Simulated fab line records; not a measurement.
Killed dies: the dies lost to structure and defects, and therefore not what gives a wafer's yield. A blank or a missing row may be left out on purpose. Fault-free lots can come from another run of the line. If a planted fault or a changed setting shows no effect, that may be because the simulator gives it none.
Matching of chambers / flow nand-harc / NHARC_THIN_TSV_DEP_47 on pecvd-01: 3 sister chambers
The step deposits SiO2, target thk 200 nm. 3 wafers are shown with their chamber, then 7 later ones without.

## WAFERS WITH THEIR CHAMBER
wafer=L257.6; chamber=0; throttle-valve-pct (%)=15.3
wafer=L259.2; chamber=2; throttle-valve-pct (%)=16.2
wafer=L270.4; chamber=1; throttle-valve-pct (%)=16.1

## WAFERS WITHOUT THEIR CHAMBER
wafer=L270.5; throttle-valve-pct (%)=15.5
wafer=L271.2; throttle-valve-pct (%)=16.3
wafer=L271.3; throttle-valve-pct (%)=15.3
wafer=L271.5; throttle-valve-pct (%)=15.3
wafer=L272.1; throttle-valve-pct (%)=15.7
wafer=L272.4; throttle-valve-pct (%)=15.7
wafer=L272.6; throttle-valve-pct (%)=16.3

## CHAMBER TAKEN BY EACH
wafer=L270.5; from the rows above=can't be placed: 0 or 1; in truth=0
wafer=L271.2; from the rows above=can't be placed: 2 or 1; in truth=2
wafer=L271.3; from the rows above=0; in truth=0
wafer=L271.5; from the rows above=0; in truth=0
wafer=L272.1; from the rows above=can't be placed: 0 or 1 or 2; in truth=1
wafer=L272.4; from the rows above=can't be placed: 0 or 1 or 2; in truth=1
wafer=L272.6; from the rows above=can't be placed: 2 or 1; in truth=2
2 of 7 placed correctly. Cannot be placed on the basis of these rows: 5; the candidates contain the true chamber in 5. Placed wrongly: 0.
How it was worked out, from the rows above alone: a wafer's distance from a chamber is the root of the sum, over the readings, of the square of ((its reading less the chamber's mean) divided by the reading's scatter). The wafer belongs to the nearest chamber; if the next one is less than 2 further off, it can't be placed. Each chamber's mean is taken over the wafers shown for it. The scatter (one wafer shown for each chamber): square how far every hidden wafer sits from the nearest shown wafer, average those squares and take the square root.
